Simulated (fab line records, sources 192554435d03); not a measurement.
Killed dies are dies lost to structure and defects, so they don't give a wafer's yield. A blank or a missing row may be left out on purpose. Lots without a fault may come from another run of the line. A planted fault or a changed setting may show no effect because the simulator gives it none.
Which tool did it? | flow n5_finfet | 9 lots, 25 wafers sampled, at 4 steps of a route of 1938

WHAT THE GAUGES READ, wafer by wafer
N5_BEOL_M4_RC_MEAS_101.
lot  | measured     | on        | ION_N (uA/um)
L307 | day 10 07:59 | prober-02 | 663 671 666
L310 | day 11 08:04 | prober-02 | 669 644 662
L313 | day 12 09:15 | prober-01 | 670 672 666
L314 | day 12 13:01 | prober-01 | 665 660 671
L317 | day 13 19:43 | prober-02 | 530 659
L318 | day 12 22:57 | prober-01 | 496 523
L323 | day 14 15:12 | prober-02 | 648 665 679
L327 | day 15 11:44 | prober-02 | 680 669 679
L328 | day 15 13:35 | prober-02 | 676 649 674

WHICH TOOL RAN EACH LOT (tool, then ch and the chambers of the sampled wafers, then the start)
lot  | N5_HKMG_FIN_ETCH_58               | N5_HKMG_FIN_STRIP_93              | N5_HKMG_FIN_ETCH_35
L307 | rie_diel-03 ch 2,3, day 4 13:30   | rie_diel-03 ch 2,3, day 4 13:55   | rie_diel-01 ch 2,3, day 4 17:30
L310 | rie_diel-01 ch 2,3, day 5 10:52   | rie_diel-01 ch 2,3, day 5 11:18   | rie_diel-01 ch 1,3, day 5 14:57
L313 | rie_diel-01 ch 1,2, day 6 08:45   | rie_diel-01 ch 1,2, day 6 09:11   | rie_diel-01 ch 0,1,3, day 6 12:08
L314 | rie_diel-03 ch 0,3, day 6 10:07   | rie_diel-03 ch 0,3, day 6 10:33   | rie_diel-04 ch 0,1,3, day 6 13:50
L317 | rie_diel-04 ch 3, day 7 02:32     | rie_diel-04 ch 3, day 7 02:58     | rie_diel-01 ch 2,3, day 7 07:44
L318 | rie_diel-04 ch 1,3, day 7 09:14   | rie_diel-04 ch 1,3, day 7 09:40   | rie_diel-01 ch 2,3, day 7 12:35
L323 | rie_diel-03 ch 0,2,3, day 8 15:00 | rie_diel-03 ch 0,2,3, day 8 15:25 | rie_diel-03 ch 0,2, day 8 18:17
L327 | rie_diel-04 ch 0,1,2, day 9 19:58 | rie_diel-04 ch 0,1,2, day 9 20:23 | rie_diel-03 ch 0,1, day 9 23:22
L328 | rie_diel-04 ch 1,2,3, day 9 20:44 | rie_diel-04 ch 1,2,3, day 9 21:10 | rie_diel-04 ch 1,2,3, day 10 00:27
- N5_HKMG_FIN_ETCH_58: etches SOC in N2/H2, target depth 215.8 nm, time 741 s.
- N5_HKMG_FIN_STRIP_93: strips SOC in N2/H2, time 20 s.
- N5_HKMG_FIN_ETCH_35: etches SOC in N2/H2, target depth 215.8 nm, time 243.4 s.

THE ANSWER, worked out from the rows above alone
Rule: what is usual is taken from the lots themselves. Put in order of their means at a reading, lots are off if they are a third of the lots or fewer, leave a main group of 4 or more, and stand apart from it by a gap of 3 or more times the standard deviation of the main group's means; of several such gaps the widest counts. A main group whose means are all the same, to the digits that the tables above print for the reading, isn't used. A lot without any number at a reading at which 4 lots or more have one is off too. The other lots that the step has rows for count as sound.
Off: L317, L318, at N5_BEOL_M4_RC_MEAS_101 (ION_N). The main group: mean 667 uA/um, standard deviation 5.
A tool fits if, at a process step before that reading, it ran every lot that is off, and no sound lot after the first of them. The gauges at N5_BEOL_M4_RC_MEAS_101 are tried like those tools. One fits: rie_diel-01 at N5_HKMG_FIN_ETCH_35. Its last sound lot is L313 (day 6 12:08), its first lot that is off L317 (day 7 07:44): a fault that began between those two fits.

WHAT THE SIMULATOR HAD PUT IN
Process parameter drift: rie_diel-01, from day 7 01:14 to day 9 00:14, at N5_HKMG_FIN_ETCH_35. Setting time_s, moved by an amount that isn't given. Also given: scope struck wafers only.
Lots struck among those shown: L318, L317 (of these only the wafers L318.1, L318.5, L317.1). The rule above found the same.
